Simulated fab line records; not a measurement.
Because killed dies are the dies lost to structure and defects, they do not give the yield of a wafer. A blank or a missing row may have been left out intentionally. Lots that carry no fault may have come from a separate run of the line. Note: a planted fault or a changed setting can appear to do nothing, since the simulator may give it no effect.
fab line records -- flow nand-harc
record lots=6, wafers=18, last-day=26
route steps=1159 shown A_ONON_D1@424 END@1159
lots with no fault: from the same line, run without faults
start-h: the number of hours between the record's first day and the start of the first shown wafer of the lot -- wait-h: time in hours since the lot's previous step -- " repeats the value in the row above -- L1.1+2: a row that stands for several wafers -- - value missing, or start not given -- * or withheld: withheld -- < > ~ a bound
route shown NAME@n: NAME is a module with steps in the file, n the number in the route of the first one -- usual: the fault-free wafers' mean and standard deviation -- same: alike in all rows -- chamber/n: place in a boat -- sites: readings site by site -- _std_site: the standard deviation of these -- _edge_site: inner sites' mean taken away from outer sites' mean -- radius-mm: how far each site lies from the wafer's centre -- mask NAME#n: copy n -- behind: the last tool/chamber to shape the wafer -- hold: reason for holding the lot/hours on hold/outcome of the hold -- device: the transistor (n, p or np) that didn't switch -- end of line: tests of these same wafers at the route's end -- for a step that has no rows: nothing shown but its recipe -- killed: not the wafer's yield, but the dies lost to structure and defects at the first sort -- map: a wafer's dies, x killed, . not, _ none there
set.NAME: the setting that was run; set.NAME@STEP: the one run at that earlier step -- model.NAME: the simulator's own value behind a step, which no gauge read
lots at selected steps of the route; one table per step, one row per wafer
services: a tool's chamber out of use, with start hour (start-h, from the record's first day; less than 0 if before it), hours out, and reason
## steps
# step NHARC_A_ONON_D1_DEP_00
# recipe target-thk-a=10000, n2-flow-sccm=2750, n2o-flow-sccm=2000, nh3-flow-sccm=500, sih4-flow-sccm=210, temp-c=400
# step NHARC_A_ONON_D1_THK_MEAS_02
# recipe thk-meas-gauge=ellipsometry
# usual thk-nm=999/9.7
lot.wafer,tool,chamber,start-h,wait-h,thk-nm
L633.1,film-metro-01,-,181.27,-,1003
L633.2,film-metro-01,-,181.27,-,1003
L633.4,film-metro-01,-,181.27,-,1003
L640.2,film-metro-02,-,219.23,-,994
L640.4,film-metro-02,-,219.23,-,992
L640.5,film-metro-02,-,219.23,-,993
L644.3,film-metro-01,-,247.49,-,1007
L644.4,film-metro-01,-,247.49,-,1006
L644.5,film-metro-01,-,247.49,-,1006
L646.2,film-metro-02,-,256.28,-,985
L646.4,film-metro-02,-,256.28,-,987
L646.5,film-metro-02,-,256.28,-,987
L650.2,film-metro-02,-,271.10,-,1006
L650.3,film-metro-02,-,271.10,-,1005
L650.5,film-metro-02,-,271.10,-,1006
L649.1,film-metro-02,-,280.65,-,994
L649.2,film-metro-02,-,280.65,-,994
L649.3,film-metro-02,-,280.65,-,994
# step NHARC_A_ONON_D1_DEP_03
# recipe target-thk-a=10000, n2-flow-sccm=2750, n2o-flow-sccm=2000, nh3-flow-sccm=500, sih4-flow-sccm=210, temp-c=400
# step NHARC_A_ONON_D1_THK_MEAS_05
# recipe thk-meas-gauge=ellipsometry
# usual thk-nm=999/11
lot.wafer,tool,chamber,start-h,wait-h,thk-nm
L633.1,film-metro-01,-,181.83,-,999
L633.2,film-metro-01,-,181.83,-,1000
L633.4,film-metro-01,-,181.83,-,998
L640.2,film-metro-01,-,219.83,-,1007
L640.4,film-metro-01,-,219.83,-,1006
L640.5,film-metro-01,-,219.83,-,1003
L644.3,film-metro-01,-,248.05,-,1009
L644.4,film-metro-01,-,248.05,-,1009
L644.5,film-metro-01,-,248.05,-,1010
L646.2,film-metro-02,-,256.84,-,1009
L646.4,film-metro-02,-,256.84,-,1008
L646.5,film-metro-02,-,256.84,-,1005
L650.2,film-metro-02,-,271.67,-,984
L650.3,film-metro-02,-,271.67,-,985
L650.5,film-metro-02,-,271.67,-,986
L649.1,film-metro-02,-,281.20,-,978
L649.2,film-metro-02,-,281.20,-,978
L649.3,film-metro-02,-,281.20,-,978
# step NHARC_A_ONON_D1_DEP_06
# recipe target-thk-a=10000, n2-flow-sccm=2750, n2o-flow-sccm=2000, nh3-flow-sccm=500, sih4-flow-sccm=210, temp-c=400
# step NHARC_A_ONON_D1_THK_MEAS_08
# recipe thk-meas-gauge=ellipsometry
# usual thk-nm=1001/14
lot.wafer,tool,chamber,start-h,wait-h,thk-nm
L633.1,film-metro-01,-,182.39,-,1000
L633.2,film-metro-01,-,182.39,-,998
L633.4,film-metro-01,-,182.39,-,999
L640.2,film-metro-01,-,220.40,-,1003
L640.4,film-metro-01,-,220.40,-,1005
L640.5,film-metro-01,-,220.40,-,1005
L644.3,film-metro-01,-,248.62,-,975
L644.4,film-metro-01,-,248.62,-,973
L644.5,film-metro-01,-,248.62,-,973
L646.2,film-metro-02,-,257.41,-,1002
L646.4,film-metro-02,-,257.41,-,1001
L646.5,film-metro-02,-,257.41,-,1003
L650.2,film-metro-01,-,272.22,-,1005
L650.3,film-metro-01,-,272.22,-,1005
L650.5,film-metro-01,-,272.22,-,1004
L649.1,film-metro-01,-,281.77,-,1013
L649.2,film-metro-01,-,281.77,-,1015
L649.3,film-metro-01,-,281.77,-,1015
# step NHARC_A_ONON_D1_DEP_09
# recipe target-thk-a=10000, n2-flow-sccm=2750, n2o-flow-sccm=2000, nh3-flow-sccm=500, sih4-flow-sccm=210, temp-c=400
# step NHARC_A_ONON_D1_THK_MEAS_11
# recipe thk-meas-gauge=ellipsometry
# usual thk-nm=1002/8.7
lot.wafer,tool,chamber,start-h,wait-h,thk-nm
L633.1,film-metro-01,-,182.96,-,1005
L633.2,film-metro-01,-,182.96,-,1005
L633.4,film-metro-01,-,182.96,-,1006
L640.2,film-metro-02,-,220.97,-,1006
L640.4,film-metro-02,-,220.97,-,1007
L640.5,film-metro-02,-,220.97,-,1006
L644.3,film-metro-02,-,249.19,-,1008
L644.4,film-metro-02,-,249.19,-,1010
L644.5,film-metro-02,-,249.19,-,1009
L646.2,film-metro-02,-,257.98,-,996
L646.4,film-metro-02,-,257.98,-,997
L646.5,film-metro-02,-,257.98,-,995
L650.2,film-metro-02,-,272.79,-,1007
L650.3,film-metro-02,-,272.79,-,1007
L650.5,film-metro-02,-,272.79,-,1007
L649.1,film-metro-02,-,282.34,-,1003
L649.2,film-metro-02,-,282.34,-,1004
L649.3,film-metro-02,-,282.34,-,1002
# step NHARC_A_ONON_D1_DEP_12
# recipe target-thk-a=10000, n2-flow-sccm=2750, n2o-flow-sccm=2000, nh3-flow-sccm=500, sih4-flow-sccm=210, temp-c=400
# step NHARC_A_ONON_D1_THK_MEAS_14
# recipe thk-meas-gauge=ellipsometry
# usual thk-nm=1000/8.6
lot.wafer,tool,chamber,start-h,wait-h,thk-nm
L633.1,film-metro-02,-,183.53,-,996
L633.2,film-metro-02,-,183.53,-,996
L633.4,film-metro-02,-,183.53,-,996
L640.2,film-metro-01,-,221.54,-,991
L640.4,film-metro-01,-,221.54,-,990
L640.5,film-metro-01,-,221.54,-,991
L644.3,film-metro-02,-,249.76,-,999
L644.4,film-metro-02,-,249.76,-,999
L644.5,film-metro-02,-,249.76,-,998
L646.2,film-metro-01,-,258.54,-,998
L646.4,film-metro-01,-,258.54,-,999
L646.5,film-metro-01,-,258.54,-,999
L650.2,film-metro-01,-,273.36,-,995
L650.3,film-metro-01,-,273.36,-,996
L650.5,film-metro-01,-,273.36,-,995
L649.1,film-metro-02,-,282.91,-,1016
L649.2,film-metro-02,-,282.91,-,1017
L649.3,film-metro-02,-,282.91,-,1015
# step NHARC_A_ONON_D1_ANNEAL_15
# recipe temp-c=750, time-s=3600
# step NHARC_A_ONON_D1_DEP_16
# recipe target-thk-a=10000, n2-flow-sccm=2750, n2o-flow-sccm=2000, nh3-flow-sccm=500, sih4-flow-sccm=210, temp-c=400
lot.wafer,tool,chamber,start-h,wait-h
L633.1+2+4,pecvd-onon-01,0,192.36,0.1
L640.2+4+5,pecvd-onon-04,0,229.24,0.1
L644.3+4+5,pecvd-onon-01,0,256.59,0.2
L646.2+4+5,pecvd-onon-01,0,265.17,0.1
L650.2+3+5,pecvd-onon-02,0,279.97,0.1
L649.1+2+3,pecvd-onon-04,0,289.51,0.1
# step NHARC_A_ONON_D1_THK_MEAS_18
# recipe thk-meas-gauge=ellipsometry
# usual thk-nm=1003/11
lot.wafer,tool,chamber,start-h,wait-h,hold,thk-nm
L633.1,film-metro-01,-,192.91,-,-,1011
L633.2,film-metro-01,-,192.91,-,-,1014
L633.4,film-metro-01,-,192.91,-,-,1013
L640.2,film-metro-01,-,229.69,-,-,997
L640.4,film-metro-01,-,229.69,-,-,995
L640.5,film-metro-01,-,229.69,-,-,996
L644.3,film-metro-02,-,256.99,-,await-dispo/0.2h/release,653
L644.4,film-metro-02,-,256.99,-,await-dispo/0.2h/release,651
L644.5,film-metro-02,-,256.99,-,await-dispo/0.2h/release,650
L644.3,film-metro-02,-,257.16,0.2,-,653
L644.4,film-metro-02,-,257.16,0.2,-,650
L644.5,film-metro-02,-,257.16,0.2,-,650
L646.2,film-metro-01,-,265.62,-,await-dispo/0.2h/release,628
L646.4,film-metro-01,-,265.62,-,await-dispo/0.2h/release,628
L646.5,film-metro-01,-,265.62,-,await-dispo/0.2h/release,628
L646.2,film-metro-01,-,265.79,0.2,-,629
L646.4,film-metro-01,-,265.79,0.2,-,629
L646.5,film-metro-01,-,265.79,0.2,-,628
L650.2,film-metro-02,-,280.42,-,-,995
L650.3,film-metro-02,-,280.42,-,-,993
L650.5,film-metro-02,-,280.42,-,-,994
L649.1,film-metro-01,-,290.02,-,-,1015
L649.2,film-metro-01,-,290.02,-,-,1013
L649.3,film-metro-01,-,290.02,-,-,1015
# step NHARC_END_SORT_01
# recipe temp-c=25
# usual killed-at-array=27/12, killed-at-other=0.9/1.1, killed-at-periphery=3.2/2.4, killed-dies=31/12, killed-open=3.3/1.7, killed-short=2.0/1.6
# same gross-dies=677
lot.wafer,tool,chamber,start-h,wait-h,hold,killed-at-array,killed-at-other,killed-at-periphery,killed-dies,killed-open,killed-short
L633.1,prober-02,0,547.89,2.5,-,23,1,2,26,1,3
L633.2,prober-02,0,548.70,2.8,-,26,0,1,27,4,2
L633.4,prober-02,0,550.31,3.4,-,16,0,1,17,3,3
L640.2,prober-02,0,572.05,2.8,-,39,2,4,45,0,4
L640.4,prober-02,0,573.65,3.4,-,41,1,1,43,2,1
L640.5,prober-02,0,574.44,3.7,-,39,1,6,46,5,1
L644.3,prober-01,0,588.50,3.1,-,673,4,0,677,2,0
L644.4,prober-01,0,589.30,3.4,-,676,1,0,677,2,1
L644.5,prober-01,0,590.10,3.7,-,674,1,2,677,2,2
L646.2,prober-02,0,603.28,2.8,await-dispo/2.6h/scrap,670,3,4,677,2,0
L646.4,prober-02,0,604.87,3.4,await-dispo/2.6h/scrap,674,0,3,677,3,2
L646.5,prober-02,0,605.67,3.7,await-dispo/2.6h/scrap,669,2,6,677,4,0
L650.2,prober-01,0,603.29,2.8,-,16,0,2,18,5,1
L650.3,prober-01,0,604.10,3.1,-,17,0,1,18,4,1
L650.5,prober-01,0,605.71,3.7,-,18,1,2,21,4,3
L649.1,prober-01,0,625.94,2.5,-,16,0,4,20,5,0
L649.2,prober-01,0,626.72,2.8,-,26,1,1,28,3,4
L649.3,prober-01,0,627.50,3.1,-,22,1,0,23,1,1
# killed by level:class
L633.1 A_CHANNEL_HOLE_D1:chamber-film-flake=13 A_CONTACT:chamber-film-flake=5 P_STI:geometric-particle:short=1 A_CHANNEL_HOLE_D1:geometric-particle:open=1 A_CHANNEL_FILL_D1:geometric-particle:short=1 A_WL_FILL:geometric-particle:short=1 P_STI:chamber-film-flake=1 A_SGD_CUT:chamber-film-flake=1
L633.2 A_CHANNEL_HOLE_D1:chamber-film-flake=16 A_CONTACT:chamber-film-flake=2 A_ONON_D1:geometric-particle:open=1 A_CHANNEL_HOLE_D1:geometric-particle:short=1 A_CHANNEL_FILL_D1:geometric-particle:short=1 A_CHANNEL_FILL_D1:geometric-particle:open=1 A_WL_FILL:geometric-particle:open=1 A_CONTACT:geometric-particle:open=1
L633.4 A_CHANNEL_HOLE_D1:chamber-film-flake=7 A_CONTACT:geometric-particle:open=2 P_M0:geometric-particle:open=1 A_CHANNEL_FILL_D1:geometric-particle:short=1 A_WL_FILL:geometric-particle:short=1 A_M0:geometric-particle:short=1 A_CHANNEL_FILL_D1:chamber-film-flake=1 A_SGD_CUT:chamber-film-flake=1
L640.2 A_CHANNEL_HOLE_D1:chamber-film-flake=14 A_SLIT:chamber-film-flake=14 A_STAIRCASE:chamber-film-flake=3 A_WL_FILL:chamber-film-flake=3 A_CONTACT:chamber-film-flake=3 THIN_TSV:chamber-film-flake=2 P_M0:geometric-particle:short=1 P_M2:geometric-particle:short=1
L640.4 A_CHANNEL_HOLE_D1:chamber-film-flake=16 A_SLIT:chamber-film-flake=15 A_STAIRCASE:chamber-film-flake=3 A_CONTACT:chamber-film-flake=3 A_WL_FILL:geometric-particle:short=1 A_WL_FILL:geometric-particle:open=1 A_CONTACT:geometric-particle:open=1 P_ZERO_WELL:chamber-film-flake=1
L640.5 A_CHANNEL_HOLE_D1:chamber-film-flake=15 A_SLIT:chamber-film-flake=12 A_CONTACT:chamber-film-flake=5 P_ZERO_WELL:chamber-film-flake=3 A_CONTACT:geometric-particle:open=2 A_STAIRCASE:chamber-film-flake=2 P_CONTACT:geometric-particle:short=1 P_CONTACT:geometric-particle:open=1
L644.3 A_ONON_D1:area-dep=644 A_SLIT:chamber-film-flake=15 A_CHANNEL_HOLE_D1:chamber-film-flake=5 THIN_TSV:chamber-film-flake=4 A_STAIRCASE:chamber-film-flake=3 A_SGD_CUT:geometric-particle:open=1 A_CONTACT:geometric-particle:open=1 A_WL_FILL:chamber-film-flake=1
L644.4 A_ONON_D1:area-dep=653 A_SLIT:chamber-film-flake=9 A_CHANNEL_HOLE_D1:chamber-film-flake=6 A_STAIRCASE:chamber-film-flake=2 A_ONON_D1:geometric-particle:open=1 A_CHANNEL_FILL_D1:geometric-particle:short=1 A_M0:geometric-particle:open=1 A_CONTACT:chamber-film-flake=1
L644.5 A_ONON_D1:area-dep=642 A_SLIT:chamber-film-flake=15 A_CHANNEL_HOLE_D1:chamber-film-flake=10 A_ONON_D1:geometric-particle:short=2 A_CONTACT:chamber-film-flake=2 P_GATE:geometric-particle:open=1 A_ONON_D1:geometric-particle:open=1 P_STI:chamber-film-flake=1
L646.2 A_ONON_D1:area-dep=644 A_SLIT:chamber-film-flake=16 A_CONTACT:chamber-film-flake=4 A_CHANNEL_HOLE_D1:chamber-film-flake=4 P_M2:chamber-film-flake=3 THIN_TSV:chamber-film-flake=3 P_M0:geometric-particle:open=1 A_CHANNEL_HOLE_D1:geometric-particle:open=1
L650.2 A_CHANNEL_HOLE_D1:chamber-film-flake=6 A_STAIRCASE:chamber-film-flake=3 A_WL_FILL:chamber-film-flake=2 P_GATE:geometric-particle:open=1 P_CONTACT:geometric-particle:open=1 A_STAIRCASE:geometric-particle:open=1 A_WL_FILL:geometric-particle:short=1 A_M0:geometric-particle:open=1
L650.3 A_CHANNEL_HOLE_D1:chamber-film-flake=6 A_STAIRCASE:chamber-film-flake=2 A_WL_FILL:chamber-film-flake=2 A_SOURCE_PLATE:geometric-particle:open=1 A_ONON_D1:geometric-particle:open=1 A_ONON_D1:geometric-particle:short=1 A_CHANNEL_HOLE_D1:geometric-particle:open=1 A_SGD_CUT:geometric-particle:open=1
L646.4 A_ONON_D1:area-dep=647 A_SLIT:chamber-film-flake=14 A_CHANNEL_HOLE_D1:chamber-film-flake=3 A_ZERO_WELL:chamber-film-flake=2 A_STAIRCASE:chamber-film-flake=2 A_CONTACT:chamber-film-flake=2 P_GATE:geometric-particle:open=1 P_M1:geometric-particle:open=1
L646.5 A_ONON_D1:area-dep=636 A_SLIT:chamber-film-flake=16 A_CONTACT:chamber-film-flake=6 A_CHANNEL_HOLE_D1:chamber-film-flake=5 P_M0:geometric-particle:open=2 P_ZERO_WELL:chamber-film-flake=2 A_STAIRCASE:chamber-film-flake=2 THIN_TSV:chamber-film-flake=2
L650.5 A_STAIRCASE:chamber-film-flake=6 A_CHANNEL_HOLE_D1:chamber-film-flake=5 A_CHANNEL_FILL_D1:geometric-particle:open=2 P_M0:geometric-particle:open=1 A_CHANNEL_FILL_D1:geometric-particle:short=1 A_SGD_CUT:geometric-particle:short=1 A_M0:geometric-particle:open=1 STARTING-WAFER:geometric-particle:short=1
L649.1 A_STAIRCASE:chamber-film-flake=5 A_CONTACT:chamber-film-flake=4 A_CHANNEL_HOLE_D1:chamber-film-flake=3 P_M0:geometric-particle:open=2 A_CONTACT:geometric-particle:open=2 A_WL_FILL:chamber-film-flake=2 P_CONTACT:geometric-particle:open=1 P_GATE:chamber-film-flake=1
L649.2 A_CONTACT:chamber-film-flake=7 A_CHANNEL_HOLE_D1:chamber-film-flake=6 A_STAIRCASE:chamber-film-flake=6 A_ONON_D1:geometric-particle:short=3 P_GATE:geometric-particle:open=1 A_ONON_D1:geometric-particle:open=1 A_WL_FILL:geometric-particle:short=1 A_CONTACT:geometric-particle:open=1
L649.3 A_CHANNEL_HOLE_D1:chamber-film-flake=9 A_CONTACT:chamber-film-flake=6 A_STAIRCASE:chamber-film-flake=4 A_WL_FILL:chamber-film-flake=2 A_M0:geometric-particle:open=1 STARTING-WAFER:geometric-particle:short=1
# map L644.3 (x killed, . not)
____________x____________
_________xxxxxxx_________
_______xxxxxxxxxxx_______
______xxxxxxxxxxxxx______
_____xxxxxxxxxxxxxxx_____
____xxxxxxxxxxxxxxxxx____
____xxxxxxxxxxxxxxxxx____
___xxxxxxxxxxxxxxxxxxx___
___xxxxxxxxxxxxxxxxxxx___
__xxxxxxxxxxxxxxxxxxxxx__
__xxxxxxxxxxxxxxxxxxxxx__
_xxxxxxxxxxxxxxxxxxxxxxx_
_xxxxxxxxxxxxxxxxxxxxxxx_
_xxxxxxxxxxxxxxxxxxxxxxx_
_xxxxxxxxxxxxxxxxxxxxxxx_
_xxxxxxxxxxxxxxxxxxxxxxx_
xxxxxxxxxxxxxxxxxxxxxxxxx
xxxxxxxxxxxxxxxxxxxxxxxxx
xxxxxxxxxxxxxxxxxxxxxxxxx
xxxxxxxxxxxxxxxxxxxxxxxxx
xxxxxxxxxxxxxxxxxxxxxxxxx
_xxxxxxxxxxxxxxxxxxxxxxx_
_xxxxxxxxxxxxxxxxxxxxxxx_
_xxxxxxxxxxxxxxxxxxxxxxx_
_xxxxxxxxxxxxxxxxxxxxxxx_
_xxxxxxxxxxxxxxxxxxxxxxx_
__xxxxxxxxxxxxxxxxxxxxx__
__xxxxxxxxxxxxxxxxxxxxx__
___xxxxxxxxxxxxxxxxxxx___
___xxxxxxxxxxxxxxxxxxx___
____xxxxxxxxxxxxxxxxx____
____xxxxxxxxxxxxxxxxx____
_____xxxxxxxxxxxxxxx_____
______xxxxxxxxxxxxx______
_______xxxxxxxxxxx_______
_________xxxxxxx_________
____________x____________
# map L646.2 (x killed, . not)
____________x____________
_________xxxxxxx_________
_______xxxxxxxxxxx_______
______xxxxxxxxxxxxx______
_____xxxxxxxxxxxxxxx_____
____xxxxxxxxxxxxxxxxx____
____xxxxxxxxxxxxxxxxx____
___xxxxxxxxxxxxxxxxxxx___
___xxxxxxxxxxxxxxxxxxx___
__xxxxxxxxxxxxxxxxxxxxx__
__xxxxxxxxxxxxxxxxxxxxx__
_xxxxxxxxxxxxxxxxxxxxxxx_
_xxxxxxxxxxxxxxxxxxxxxxx_
_xxxxxxxxxxxxxxxxxxxxxxx_
_xxxxxxxxxxxxxxxxxxxxxxx_
_xxxxxxxxxxxxxxxxxxxxxxx_
xxxxxxxxxxxxxxxxxxxxxxxxx
xxxxxxxxxxxxxxxxxxxxxxxxx
xxxxxxxxxxxxxxxxxxxxxxxxx
xxxxxxxxxxxxxxxxxxxxxxxxx
xxxxxxxxxxxxxxxxxxxxxxxxx
_xxxxxxxxxxxxxxxxxxxxxxx_
_xxxxxxxxxxxxxxxxxxxxxxx_
_xxxxxxxxxxxxxxxxxxxxxxx_
_xxxxxxxxxxxxxxxxxxxxxxx_
_xxxxxxxxxxxxxxxxxxxxxxx_
__xxxxxxxxxxxxxxxxxxxxx__
__xxxxxxxxxxxxxxxxxxxxx__
___xxxxxxxxxxxxxxxxxxx___
___xxxxxxxxxxxxxxxxxxx___
____xxxxxxxxxxxxxxxxx____
____xxxxxxxxxxxxxxxxx____
_____xxxxxxxxxxxxxxx_____
______xxxxxxxxxxxxx______
_______xxxxxxxxxxx_______
_________xxxxxxx_________
____________x____________
## services
tool,chamber,start-h,hours,kind
pecvd-onon-01,-,195.20,13.0,pm
pecvd-onon-04,-,237.12,13.0,pm
## key
first-sign step=NHARC_A_ONON_D1_THK_MEAS_18, reading=visit, direction=added
effect step=NHARC_A_ONON_D1_THK_MEAS_18, reading=thk-nm, direction=down, sigmas=34, usual=1003, struck=639
effect step=NHARC_END_SORT_01, reading=killed-dies, direction=up, sigmas=56, usual=31, struck=677
more-kills-born-at NHARC_A_ONON_D1_DEP_16@pecvd-onon-01=3866
met-at NHARC_A_ONON_D1_DEP_16
struck-wafers L644.3,L644.4,L644.5,L646.2,L646.4,L646.5
later-rows-left-out L644.3,L644.4,L644.5,L646.2,L646.4,L646.5
tester-left-out L644,L646
onset-between 192.36 256.59
fault kind=process-parameter-drift, tool=pecvd-onon-01, chamber=0, onset-h=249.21, steps=NHARC_A_ONON_D1_DEP_16, channel=target-thk-a, offset=*, shape=step, end-h=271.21, acts-in=*, stated=*
# tester-left-out: of these lots the tester's yield and bins aren't shown, on N5 and GAA mostly nor the transistor test; their killed dies are dies lost to structure and defects alone, not to doping, threshold or leakage, so they don't give the yield
# later-rows-left-out: the simulator's readings of these wafers behind a module that went badly wrong aren't trusted and aren't shown, but for the sort
